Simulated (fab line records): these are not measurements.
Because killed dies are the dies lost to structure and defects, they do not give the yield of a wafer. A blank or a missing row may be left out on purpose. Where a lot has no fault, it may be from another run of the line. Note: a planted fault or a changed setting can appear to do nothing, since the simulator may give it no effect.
Which tool is to blame? + flow n5_finfet + 8 lots with 23 wafers sampled at 5 steps, on a route of 1938 steps

## WHAT EACH GAUGE READ, for each wafer
The record holds no reading of a measuring or inspecting step that can be judged against a usual standard deviation.

## WHICH TOOL RAN EACH LOT (tool, then ch and the chambers of the sampled wafers, then the start)
| lot  | N5_BEOL_M5_CO_CAP_78             | N5_BEOL_M6_DESCUM_16               | N5_BEOL_M6_ETCH_62                 | N5_BEOL_M6_STRIP_19                | N5_PASSIVATION_PROBE_49 |
|------|----------------------------------|------------------------------------|------------------------------------|------------------------------------|-------------------------|
| L473 | cvd_co-02 ch 1,2, day 8 23:29    | rie_diel-05 ch 2,3, day 9 01:23    | rie_diel-05 ch 2,3, day 9 01:29    | rie_diel-06 ch 2,3, day 9 01:46    | -                       |
| L483 | cvd_co-02 ch 0,1,2, day 11 16:20 | rie_diel-04 ch 1,2,3, day 11 18:40 | rie_diel-04 ch 1,2,3, day 11 18:45 | rie_diel-05 ch 0,1,2, day 11 19:06 | prober-02, day 15 18:56 |
| L486 | cvd_co-02 ch 0,1,2, day 12 15:13 | rie_diel-06 ch 1,2, day 12 18:16   | rie_diel-06 ch 1,2, day 12 18:21   | rie_diel-06 ch 1,2, day 12 18:46   | prober-02, day 16 11:41 |
| L491 | cvd_co-02 ch 0,1,2, day 13 17:48 | rie_diel-05 ch 0,1,2, day 13 20:49 | rie_diel-05 ch 0,1,2, day 13 20:54 | rie_diel-04 ch 0,1,3, day 13 21:12 | prober-01, day 17 12:42 |
| L492 | cvd_co-01 ch 1,2, day 13 22:11   | rie_diel-05 ch 0,1, day 14 00:14   | rie_diel-05 ch 0,1, day 14 00:20   | rie_diel-04 ch 0,3, day 14 00:38   | prober-01, day 18 00:14 |
| L495 | cvd_co-01 ch 0,1,2, day 13 22:18 | rie_diel-06 ch 0,1,3, day 14 00:18 | rie_diel-06 ch 0,1,3, day 14 00:23 | rie_diel-06 ch 0,1,3, day 14 00:41 | prober-02, day 17 22:09 |
| L494 | cvd_co-02 ch 0,1,2, day 14 13:51 | rie_diel-04 ch 0,2,3, day 14 17:31 | rie_diel-04 ch 0,2,3, day 14 17:37 | rie_diel-04 ch 1,3, day 14 18:08   | -                       |
| L496 | cvd_co-01 ch 0,1, day 14 21:55   | rie_diel-04 ch 0,2,3, day 15 00:02 | rie_diel-04 ch 0,2,3, day 15 00:07 | rie_diel-04 ch 0,1, day 15 00:37   | -                       |
- N5_BEOL_M5_CO_CAP_78: material Co, precursor CCTBA/H2, target thk 2 nm, time 102.1 s.
- N5_BEOL_M6_DESCUM_16: chemistry O2, time 7.9 s.
- N5_BEOL_M6_ETCH_62: etches SOC in N2/H2, target depth 110 nm, overetch 22 nm, time 165 s.
- N5_BEOL_M6_STRIP_19: strips in O2.
- N5_PASSIVATION_PROBE_49

## AS READ BY THE TOOLS THEMSELVES (means over the sampled wafers that have a number; for cases with no such wafer, the mark the record gives instead)
N5_BEOL_M5_CO_CAP_78. Usual: chamber_pressure_Torr 30.00 Torr, standard deviation 0.066; heater_power_w 227 W, standard deviation 15.
| lot  | tool      | chamber_pressure_Torr (Torr) | heater_power_w (W) | flag |
|------|-----------|------------------------------|--------------------|------|
| L473 | cvd_co-02 | 29.98                        | 238                |      |
| L483 | cvd_co-02 | 30.00                        | 242                |      |
| L486 | cvd_co-02 | 29.99                        | 237                |      |
| L491 | cvd_co-02 | 29.99                        | 238                |      |
| L492 | cvd_co-01 | 29.99                        | 217                |      |
| L495 | cvd_co-01 | 29.96                        | 220                |      |
| L494 | cvd_co-02 | 30.03                        | 237                |      |
| L496 | cvd_co-01 | 29.97                        | 218                |      |

N5_BEOL_M6_DESCUM_16. Usual: drypump_motor_current_A 5.8 A, standard deviation 0.49; oes_product_au 0.81 a.u., standard deviation 0.081; rf_vpp_V 243.7 V, standard deviation 1.4; showerhead_plenum_p_Torr 2.13 Torr, standard deviation 0.066; temp_c 40.00 C, standard deviation 0.12; throttle_valve_pct 20.4 %, standard deviation 0.4.
| lot  | tool        | drypump_motor_current_A (A) | oes_product_au (a.u.) | rf_vpp_V (V) | showerhead_plenum_p_Torr (Torr) | temp_c (C) | throttle_valve_pct (%) | flag |
|------|-------------|-----------------------------|-----------------------|--------------|---------------------------------|------------|------------------------|------|
| L473 | rie_diel-05 | 5.6                         | 0.76                  | 243.8        | 2.09                            | 40.00      | 20.1                   |      |
| L483 | rie_diel-04 | 6.1                         | 0.87                  | 244.3        | 2.16                            | 40.10      | 20.2                   |      |
| L486 | rie_diel-06 | 6.3                         | 0.85                  | 244.7        | 2.14                            | 39.79      | 20.2                   |      |
| L491 | rie_diel-05 | 5.8                         | 0.76                  | 243.6        | 2.13                            | 39.98      | 20.5                   |      |
| L492 | rie_diel-05 | 5.9                         | 0.74                  | 244.7        | 2.20                            | 40.06      | 20.9                   |      |
| L495 | rie_diel-06 | 5.9                         | 0.73                  | 244.4        | 2.16                            | 40.02      | 20.5                   |      |
| L494 | rie_diel-04 | 5.9                         | 0.78                  | 242.7        | 2.13                            | 40.06      | 20.6                   |      |
| L496 | rie_diel-04 | 5.8                         | 0.78                  | 244.0        | 2.13                            | 40.02      | 20.6                   |      |

N5_BEOL_M6_ETCH_62. Usual: value, then standard deviation, for each; bias_w 150.0 W / 0.44; drypump_motor_current_A 5.8 A / 0.48; oes_product_au 0.68 a.u. / 0.065; rf_vpp_V 525.1 V / 2.3; showerhead_plenum_p_Torr 2.58 Torr / 0.087; temp_c 40.00 C / 0.1; throttle_valve_pct 17.7 % / 0.32.
| lot  | tool        | bias_w (W) | drypump_motor_current_A (A) | oes_product_au (a.u.) | rf_vpp_V (V) | showerhead_plenum_p_Torr (Torr) | temp_c (C) | throttle_valve_pct (%) | flag |
|------|-------------|------------|-----------------------------|-----------------------|--------------|---------------------------------|------------|------------------------|------|
| L473 | rie_diel-05 | 150.0      | 5.7                         | 0.65                  | 523.7        | 2.53                            | 39.89      | 17.4                   |      |
| L483 | rie_diel-04 | 151.6      | 6.1                         | 0.72                  | 529.5        | 2.63                            | 39.97      | 17.8                   | OFF  |
| L486 | rie_diel-06 | 150.1      | 6.3                         | 0.70                  | 524.7        | 2.59                            | 40.00      | 17.5                   |      |
| L491 | rie_diel-05 | 150.0      | 5.8                         | 0.66                  | 524.9        | 2.58                            | 39.90      | 17.8                   |      |
| L492 | rie_diel-05 | 150.3      | 6.0                         | 0.63                  | 526.1        | 2.64                            | 39.92      | 18.0                   |      |
| L495 | rie_diel-06 | 149.9      | 5.9                         | 0.62                  | 526.0        | 2.64                            | 40.05      | 18.0                   |      |
| L494 | rie_diel-04 | 150.2      | 5.9                         | 0.66                  | 523.6        | 2.56                            | 40.09      | 17.8                   |      |
| L496 | rie_diel-04 | 149.8      | 5.9                         | 0.65                  | 524.2        | 2.56                            | 40.05      | 17.9                   |      |

N5_BEOL_M6_STRIP_19. Usual: drypump_motor_current_A 5.8 A, standard deviation 0.52; oes_product_au 0.80 a.u., standard deviation 0.076; rf_vpp_V 3.7 V, standard deviation 0.62; showerhead_plenum_p_Torr 2.14 Torr, standard deviation 0.065; temp_c 39.99 C, standard deviation 0.11; throttle_valve_pct 16.6 %, standard deviation 0.33.
| lot  | tool        | drypump_motor_current_A (A) | oes_product_au (a.u.) | rf_vpp_V (V) | showerhead_plenum_p_Torr (Torr) | temp_c (C) | throttle_valve_pct (%) | flag |
|------|-------------|-----------------------------|-----------------------|--------------|---------------------------------|------------|------------------------|------|
| L473 | rie_diel-06 | 5.5                         | 0.86                  | 4.0          | 2.10                            | 40.01      | 16.4                   |      |
| L483 | rie_diel-05 | 5.8                         | 0.78                  | 4.0          | 2.14                            | 39.99      | 16.7                   |      |
| L486 | rie_diel-06 | 6.1                         | 0.87                  | 4.0          | 2.08                            | 40.04      | 16.4                   |      |
| L491 | rie_diel-04 | 5.7                         | 0.84                  | 3.5          | 2.10                            | 39.99      | 16.6                   |      |
| L492 | rie_diel-04 | 5.4                         | 0.80                  | 3.4          | 2.08                            | 39.91      | 16.9                   |      |
| L495 | rie_diel-06 | 5.9                         | 0.73                  | 4.0          | 2.16                            | 39.89      | 16.7                   |      |
| L494 | rie_diel-04 | 6.0                         | 0.86                  | 4.0          | 2.12                            | 40.01      | 16.3                   |      |
| L496 | rie_diel-04 | 5.5                         | 0.87                  | 4.1          | 2.10                            | 40.13      | 16.5                   |      |

N5_PASSIVATION_PROBE_49. Usual: defect_limited_yield 91.3 %, standard deviation 1.4; killed_at_M0_to_M3 33, standard deviation 9.9; killed_at_M4_up 15, standard deviation 5.6; killed_at_contacts 13, standard deviation 5.7; killed_at_front_end 38, standard deviation 12; killed_at_other 4, standard deviation 3.1; killed_dies 103, standard deviation 17; killed_on_rim 13, standard deviation 4; killed_open 66, standard deviation 13; killed_short 32, standard deviation 7.8; sort_bin_5_function 5.1 %, standard deviation 0.95; sort_bin_6_memory 3.2 %, standard deviation 0.68; sort_bin_8_speed 0.02 %, standard deviation 0.22; sort_n_pass 1077, standard deviation 17; sort_yield_pct 91.3 %, standard deviation 1.5.
| lot  | tool      | defect_limited_yield (%) | killed_at_M0_to_M3 | killed_at_M4_up | killed_at_contacts | killed_at_front_end | killed_at_other | killed_dies | killed_on_rim | killed_open | killed_short | sort_bin_5_function (%) | sort_bin_6_memory (%) | sort_bin_8_speed (%) | sort_n_pass | sort_yield_pct (%) | flag |
|------|-----------|--------------------------|--------------------|-----------------|--------------------|---------------------|-----------------|-------------|---------------|-------------|--------------|-------------------------|-----------------------|----------------------|-------------|--------------------|------|
| L483 | prober-02 | 91.4                     | 32                 | 10              | 15                 | 43                  | 2               | 102         | 16            | 73          | 26           | 5.3                     | 3.1                   | 0.00                 | 1078        | 91.4               |      |
| L486 | prober-02 | 90.5                     | 30                 | 10              | 18                 | 52                  | 1               | 112         | 18            | 77          | 33           | 5.7                     | 3.4                   | 0.00                 | 1068        | 90.5               |      |
| L491 | prober-01 | 91.7                     | 28                 | 12              | 12                 | 39                  | 7               | 98          | 11            | 61          | 34           | 4.5                     | 3.3                   | 0.00                 | 1082        | 91.7               |      |
| L492 | prober-01 | 90.0                     | 32                 | 19              | 7                  | 57                  | 4               | 118         | 14            | 77          | 36           | 5.9                     | 3.7                   | 0.00                 | 1062        | 90.0               |      |
| L495 | prober-02 | 92.6                     | 34                 | 9               | 9                  | 34                  | 1               | 87          | 11            | 50          | 34           | 4.2                     | 2.7                   | 0.00                 | 1093        | 92.6               |      |

## THE ANSWER, worked out from the rows above alone
Rule: take the mean of a lot's wafers that have a number; if it is more than 3 standard deviations from the usual mean, the lot is off. Also off: a lot with no number at a reading for which 4 or more lots have one. The other lots that the step has rows for count as sound. After the gauges, taken in route order, come the tools' own readings; for these a lot's mean is taken, as printed above. At the first step where some lot is off, the reading lying furthest off is the one used; lots without a number count as furthest.
Off: L483, at N5_BEOL_M6_ETCH_62 (bias_w).
If a tool, at that step or one of the process steps before it, ran each lot that is off and ran no sound lot following the first of them, it fits. Not one of the candidates tried fits.

## WHAT THE SIMULATOR HAD PUT IN
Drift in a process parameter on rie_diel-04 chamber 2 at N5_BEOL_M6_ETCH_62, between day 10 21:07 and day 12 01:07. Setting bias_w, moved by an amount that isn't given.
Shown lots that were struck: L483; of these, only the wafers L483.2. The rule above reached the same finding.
